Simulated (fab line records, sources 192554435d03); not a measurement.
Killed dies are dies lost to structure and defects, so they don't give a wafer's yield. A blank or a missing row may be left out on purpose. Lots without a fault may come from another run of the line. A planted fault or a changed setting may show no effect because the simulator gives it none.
Which tool did it? | flow n5_finfet | 24 lots, 72 wafers sampled, at 4 steps of a route of 1938

WHAT THE GAUGES READ, wafer by wafer
N5_BEOL_M8_RS_MEAS_57: measures by four-point-probe. Usual: M8_RS 0.280 ohm/sq, standard deviation 0.0078.
lot  | measured     | on            | M8_RS (ohm/sq)    | flag
L074 | day 9 20:10  | film_metro-02 | 0.281 0.272 0.282 |
L075 | day 9 21:06  | film_metro-01 | 0.284 0.268 0.271 |
L077 | day 10 05:24 | film_metro-02 | 0.273 0.277 0.281 |
L078 | day 10 08:47 | film_metro-02 | 0.257 0.269 0.281 |
L079 | day 10 10:32 | film_metro-01 | 0.288 0.299 0.296 |
L076 | day 10 16:22 | film_metro-01 | 0.275 0.284 0.273 |
L081 | day 10 21:07 | film_metro-02 | 0.275 0.274 0.278 |
L080 | day 11 00:43 | film_metro-01 | 0.281 0.286 0.289 |
L082 | day 11 11:14 | film_metro-02 | 0.270 0.282 0.271 |
L083 | day 11 16:07 | film_metro-02 | 0.277 0.281 0.274 |
L084 | day 11 23:46 | film_metro-01 | 0.275 0.279 0.277 |
L085 | day 12 08:11 | film_metro-02 | 0.295 0.290 0.293 |
L087 | day 12 12:33 | film_metro-01 | 0.278 0.276 0.276 |
L088 | day 12 20:44 | film_metro-02 | 0.280 0.288 0.280 |
L086 | day 12 22:49 | film_metro-01 | 0.272 0.272 0.275 |
L089 | day 13 02:38 | film_metro-01 | 0.286 0.273 0.277 |
L090 | day 13 11:19 | film_metro-02 | 0.283 0.289 0.279 |
L091 | day 13 12:31 | film_metro-02 | 0.288 0.289 0.292 |
L093 | day 14 02:42 | film_metro-02 | 0.290 0.275 0.279 |
L092 | day 14 06:48 | film_metro-02 | 0.270 0.280 0.280 |
L094 | day 14 16:28 | film_metro-01 | 0.285 0.289 0.291 |
L095 | day 14 18:31 | film_metro-02 | 0.284 0.290 0.292 |
L096 | day 14 19:58 | film_metro-01 | 0.283 0.280 0.284 |
L097 | day 15 01:44 | film_metro-02 | 0.290 0.280 0.283 |

N5_BEOL_M8_INSPECT_58: inspects for defects (darkfield). Usual: raw_defect_count 75, standard deviation 27.
lot  | measured     | on                | raw_defect_count | flag
L074 | day 9 20:11  | defect_inspect-01 | 47 60 55         |
L075 | day 9 21:08  | defect_inspect-02 | 165 108 114      |
L077 | day 10 05:26 | defect_inspect-01 | 76 54 84         |
L078 | day 10 08:48 | defect_inspect-02 | 77 41 93         |
L079 | day 10 10:34 | defect_inspect-01 | 79 89 96         |
L076 | day 10 16:24 | defect_inspect-01 | 54 56 42         |
L081 | day 10 21:09 | defect_inspect-02 | 97 81 101        |
L080 | day 11 00:45 | defect_inspect-01 | 80 63 91         |
L082 | day 11 11:16 | defect_inspect-01 | 71 60 51         |
L083 | day 11 16:08 | defect_inspect-01 | 81 90 61         |
L084 | day 11 23:47 | defect_inspect-01 | 66 46 44         |
L085 | day 12 08:12 | defect_inspect-02 | 90 105 76        |
L087 | day 12 12:35 | defect_inspect-02 | 72 63 65         |
L088 | day 12 20:46 | defect_inspect-01 | 64 55 71         |
L086 | day 12 22:50 | defect_inspect-02 | 103 83 88        |
L089 | day 13 02:40 | defect_inspect-01 | 69 58 55         |
L090 | day 13 11:20 | defect_inspect-01 | 35 58 49         |
L091 | day 13 12:32 | defect_inspect-01 | 60 67 33         |
L093 | day 14 02:44 | defect_inspect-02 | 72 49 85         |
L092 | day 14 06:50 | defect_inspect-02 | 101 87 96        |
L094 | day 14 16:30 | defect_inspect-02 | 114 160 99       |
L095 | day 14 18:32 | defect_inspect-02 | 70 70 102        |
L096 | day 14 19:59 | defect_inspect-01 | 103 65 73        |
L097 | day 15 01:46 | defect_inspect-02 | 87 52 63         |

N5_BEOL_M9_CD_MEAS_11: target cd 64.1 nm. Usual: cd_nm 63.8 nm, standard deviation 0.63.
lot  | measured     | on        | cd_nm (nm)     | flag
L074 | day 9 23:20  | cd_sem-02 | 63.4 64.7 62.6 |
L075 | day 9 23:31  | cd_sem-01 | 63.8 64.2 63.7 |
L077 | day 10 08:35 | cd_sem-01 | 63.2 64.0 63.4 |
L078 | day 10 10:50 | cd_sem-01 | 62.7 63.3 64.9 |
L079 | day 10 13:20 | cd_sem-03 | 64.8 63.1 63.4 |
L076 | day 10 19:26 | cd_sem-03 | 63.4 63.5 63.7 |
L081 | day 10 23:05 | cd_sem-03 | 63.5 62.6 63.7 |
L080 | day 11 02:20 | cd_sem-01 | 64.2 63.9 64.9 |
L082 | day 11 13:26 | cd_sem-02 | 63.7 63.6 62.5 |
L083 | day 11 17:52 | cd_sem-02 | 63.5 64.1 62.8 |
L084 | day 12 03:10 | cd_sem-02 | 62.2 63.1 62.8 |
L085 | day 12 12:12 | cd_sem-03 | 63.4 62.5 63.9 |
L087 | day 12 14:28 | cd_sem-02 | 64.4 63.6 64.2 |
L088 | day 12 22:59 | cd_sem-02 | 64.6 64.0 64.0 |
L086 | day 13 00:56 | cd_sem-03 | 64.7 64.3 64.5 |
L089 | day 13 06:32 | cd_sem-02 | 63.9 63.3 63.8 |
L090 | day 13 16:55 | cd_sem-01 | 65.4 64.8 65.2 |
L091 | day 13 17:07 | cd_sem-02 | 63.6 64.4 63.9 |
L093 | day 14 05:01 | cd_sem-01 | 63.5 63.7 63.9 |
L092 | day 14 11:35 | cd_sem-03 | 64.6 63.8 64.9 |
L094 | day 14 19:31 | cd_sem-03 | 64.1 65.0 64.4 |
L095 | day 14 19:52 | cd_sem-01 | 64.1 63.7 63.8 |
L096 | day 14 22:36 | cd_sem-01 | 63.7 64.3 64.6 |
L097 | day 15 04:27 | cd_sem-03 | 63.5 63.8 62.7 |

WHICH TOOL RAN EACH LOT (tool, then ch and the chambers of the sampled wafers, then the start)
lot  | N5_BEOL_M9_CURE_71
L074 | uv_cure-03 ch 2, day 9 20:23
L075 | uv_cure-01 ch 0, day 9 21:16
L077 | uv_cure-03 ch 0, day 10 06:13
L078 | uv_cure-02 ch 2, day 10 09:07
L079 | uv_cure-03 ch 0, day 10 10:58
L076 | uv_cure-02 ch 2, day 10 17:28
L081 | uv_cure-02 ch 1, day 10 21:20
L080 | uv_cure-03 ch 0, day 11 00:56
L082 | uv_cure-02 ch 2, day 11 11:23
L083 | uv_cure-01 ch 0, day 11 16:16
L084 | uv_cure-02 ch 0, day 11 23:54
L085 | uv_cure-02 ch 1, day 12 08:34
L087 | uv_cure-01 ch 1, day 12 12:51
L088 | uv_cure-03 ch 2, day 12 20:53
L086 | uv_cure-03 ch 0, day 12 22:58
L089 | uv_cure-01 ch 2, day 13 02:47
L090 | uv_cure-02 ch 1, day 13 11:58
L091 | uv_cure-02 ch 1, day 13 12:40
L093 | uv_cure-03 ch 1, day 14 02:50
L092 | uv_cure-02 ch 2, day 14 07:11
L094 | uv_cure-02 ch 1, day 14 16:37
L095 | uv_cure-03 ch 0, day 14 18:44
L096 | uv_cure-02 ch 2, day 14 20:06
L097 | uv_cure-02 ch 0, day 15 01:58
- N5_BEOL_M9_CURE_71: cures SiCOH lowk, time 240 s.

WHAT THE TOOLS THEMSELVES READ (means of the sampled wafers that have a number; where no wafer has one, the mark that the record gives instead)
N5_BEOL_M9_CURE_71. Usual: lamp_power_pct 52.31 %, standard deviation 0.054; wafer_temp_C_max 386.9, standard deviation 0.67.
lot  | tool       | lamp_power_pct (%) | wafer_temp_C_max | flag
L074 | uv_cure-03 | 52.31              | 387.7            |
L075 | uv_cure-01 | 52.32              | 386.9            |
L077 | uv_cure-03 | 52.34              | 386.0            |
L078 | uv_cure-02 | 52.26              | 387.5            |
L079 | uv_cure-03 | 52.32              | 386.1            |
L076 | uv_cure-02 | 52.34              | 387.7            |
L081 | uv_cure-02 | 52.33              | 386.4            |
L080 | uv_cure-03 | 52.30              | 386.0            |
L082 | uv_cure-02 | 52.31              | 387.4            |
L083 | uv_cure-01 | 52.32              | 387.2            |
L084 | uv_cure-02 | 52.28              | 386.8            |
L085 | uv_cure-02 | 52.33              | 386.8            |
L087 | uv_cure-01 | 52.33              | 386.0            |
L088 | uv_cure-03 | 52.32              | 387.3            |
L086 | uv_cure-03 | 52.31              | 386.1            |
L089 | uv_cure-01 | 52.26              | 386.5            |
L090 | uv_cure-02 | 52.31              | 386.9            |
L091 | uv_cure-02 | 52.31              | 386.7            |
L093 | uv_cure-03 | 52.29              | 387.2            |
L092 | uv_cure-02 | 52.32              | 387.4            |
L094 | uv_cure-02 | 52.32              | 386.6            |
L095 | uv_cure-03 | 52.32              | 386.4            |
L096 | uv_cure-02 | 52.26              | 387.7            |
L097 | uv_cure-02 | 52.33              | 387.0            |

THE ANSWER, worked out from the rows above alone
Rule: a lot is off if the mean of its wafers that have a number lies more than 3 standard deviations from the usual mean. A lot without any number at a reading at which 4 lots or more have one is off too. The other lots that the step has rows for count as sound. The gauges are gone through in route order, then the tools' own readings, and for those a lot's mean is taken as printed above. The first step at which some lot is off is used, and at that step the reading that is off furthest; a lot without a number counts as furthest.
No lot is off at any reading shown: from this, nothing can be told.

WHAT THE SIMULATOR HAD PUT IN
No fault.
